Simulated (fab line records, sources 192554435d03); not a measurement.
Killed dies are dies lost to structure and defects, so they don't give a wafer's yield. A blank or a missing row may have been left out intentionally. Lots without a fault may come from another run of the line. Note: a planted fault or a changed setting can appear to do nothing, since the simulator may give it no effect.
Chamber matching + flow n5Finfet + N5_BEOL_M5_CURE_80 on uvCure-03: 3 sister chambers
The step cures SiCOH lowk, time 120 s. 3 wafers are shown with their chamber, then 12 later ones without.

WAFERS PAIRED WITH THEIR CHAMBERS
| wafer  | chamber | wafer_temp_C_max |
|--------|---------|------------------|
| L076.6 | 0       | 371.7            |
| L083.6 | 2       | 370.4            |
| L088.6 | 1       | 371.5            |

WAFERS WHOSE CHAMBER IS MISSING
| wafer  | wafer_temp_C_max |
|--------|------------------|
| L088.2 | 371.6            |
| L088.3 | 372.9            |
| L088.4 | 371.8            |
| L090.3 | 371.8            |
| L090.4 | 372.0            |
| L090.6 | 372.1            |
| L091.2 | 371.5            |
| L091.5 | 372.2            |
| L091.6 | 372.4            |
| L092.3 | 371.7            |
| L092.5 | 371.2            |
| L092.6 | 371.3            |

WHICH CHAMBER EACH WENT THROUGH
| wafer  | from the rows above          | in truth |
|--------|------------------------------|----------|
| L088.2 | can't be placed: 0 or 1      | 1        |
| L088.3 | can't be placed: 0 or 1      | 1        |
| L088.4 | can't be placed: 0 or 1      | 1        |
| L090.3 | can't be placed: 0 or 1      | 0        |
| L090.4 | can't be placed: 0 or 1      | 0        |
| L090.6 | can't be placed: 0 or 1      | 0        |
| L091.2 | can't be placed: 1 or 0      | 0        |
| L091.5 | can't be placed: 0 or 1      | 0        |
| L091.6 | can't be placed: 0 or 1      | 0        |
| L092.3 | can't be placed: 0 or 1      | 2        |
| L092.5 | can't be placed: 1 or 0 or 2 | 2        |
| L092.6 | can't be placed: 1 or 0 or 2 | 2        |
Placed correctly: 0 of 12. Not placeable from these rows: 12 (in 11, the candidates include the true chamber). Number placed wrongly: 0.
How it was worked out, from the rows above alone: a wafer's distance from a chamber is the root of the sum, over the readings, of the square of ((its reading less the chamber's mean) divided by the reading's scatter). If the next closest chamber is less than 2 further off than the closest, the wafer can't be placed; otherwise it belongs to the closest. For every chamber, the mean is computed from those of its wafers that are shown. The scatter: root of mean squared gap, hidden wafer to nearest shown wafer, with one shown wafer a chamber.
